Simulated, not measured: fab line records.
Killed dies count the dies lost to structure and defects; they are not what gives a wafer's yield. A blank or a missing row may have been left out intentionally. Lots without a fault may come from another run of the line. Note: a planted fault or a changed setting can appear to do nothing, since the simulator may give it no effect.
Problem report, 8D (eight disciplines) form, completed by code / flow nandHarc / the parts of the form that need people (team, actions taken, sign-off) are left out

1. WHAT WENT WRONG
Wafers without a fault read 28 with a standard deviation of 11, while killedAtArray at NHARC_END_SORT_01 averages 96 across 2 wafers of 1 lot. That puts it +6.1 standard deviations away from the usual mean.
First seen on wafer L275.2, day 25 18:23, on prober-01. The record holds 3 wafers of 1 lot with a number at this step. Rule for "out", or "out of limits": more than 4 standard deviations from the usual mean. All remaining wafers that have a number are taken as sound.

2. WHAT IT IS AND WHAT IT IS NOT
question=which readings at this step | is=killedAtArray, killedDies | is not=killedAtOther, killedAtPeriphery, killedOpen, killedShort
question=which lots | is=L275 | is not=-
question=which wafers of those lots | is=L275.2, L275.6 | is not=L275.4
question=read on which gauges | is=prober-01 | is not=-
question=when | is=from day 25 18:23 | is not=up to then (0 sound wafers); but 1 sound wafer of L275 came after

3. SUSPECTS, AND WHAT RULES EACH OUT
Counting: a tool at a process step up to the reading stays a suspect if it ran every lot that is out. Sound lots after the first of them don't rule it out here, since some wafers of a struck lot are sound.
- the gauge at NHARC_END_SORT_01: kept. All the wafers that are out were read on prober-01, and no step on other tools shows them out.
- pvdSputter-01 at NHARC_A_BLC_PRE_CLEAN_31 (time 15 s): kept. It ran the lot that is out, L275 (day 23 08:49).
- rieDiel-03 at NHARC_A_BONDPAD_DESCUM_11 (chemistry O2, time 3 s): kept. It ran the lot that is out, L275 (day 24 10:42).
- pvdSputter-02 at NHARC_A_BONDPAD_PVD_27 (deposits Cu, target thk 30 nm, time 20.49 s): kept. It ran the lot that is out, L275 (day 24 23:26). Because NHARC_A_BONDPAD_PVD_27 lacks a start for some lots, the hours and order of its lots are taken from NHARC_HYBRID_BOND_OVL_MEAS_05.
- Within rieDiel-03 at NHARC_A_BONDPAD_DESCUM_11: the wafers that are out ran in chambers 1, 3; their sound lot-mates ran in chamber 0.
Left after counting: pvdSputter-01 at NHARC_A_BLC_PRE_CLEAN_31, rieDiel-03 at NHARC_A_BONDPAD_DESCUM_11, pvdSputter-02 at NHARC_A_BONDPAD_PVD_27, prober-01 at NHARC_END_SORT_01.

4. THE CAUSE (what the simulator had put in)
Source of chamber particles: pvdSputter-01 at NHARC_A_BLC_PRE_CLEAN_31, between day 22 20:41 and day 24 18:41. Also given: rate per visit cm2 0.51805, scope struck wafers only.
4 suspects survive the count, and this tool is in that group.

5. THE CHAIN OF EFFECTS, in route order
One row per reading whose mean, taken over the struck wafers that have a number, lies over 3 standard deviations from the usual. Scope: only readings with a usual standard deviation given in the record; hours: median across lots of the time from each lot's start at the first step in this table that gives one to its start at this step; sigmas: change in usual standard deviations.
hours=0; step=NHARC_END_SORT_01; reading=killedAtArray; usual=28; on struck wafers=96; change=+68; sigmas=+6.1
hours=0; step=NHARC_END_SORT_01; reading=killedDies; usual=31; on struck wafers=98; change=+67; sigmas=+6.1

6. HOW IT WOULD HAVE BEEN CAUGHT EARLIER
Counted from the fault's start at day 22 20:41, it took 70 hours until the first out-of-limits reading at a measuring or inspecting step in this record, taken at day 25 18:23.
Each of the lots that are out, 1 in all, had begun NHARC_A_BLC_PRE_CLEAN_31 on pvdSputter-01 no later than day 25 18:23. Tool hold at that time: it would have spared none of them.
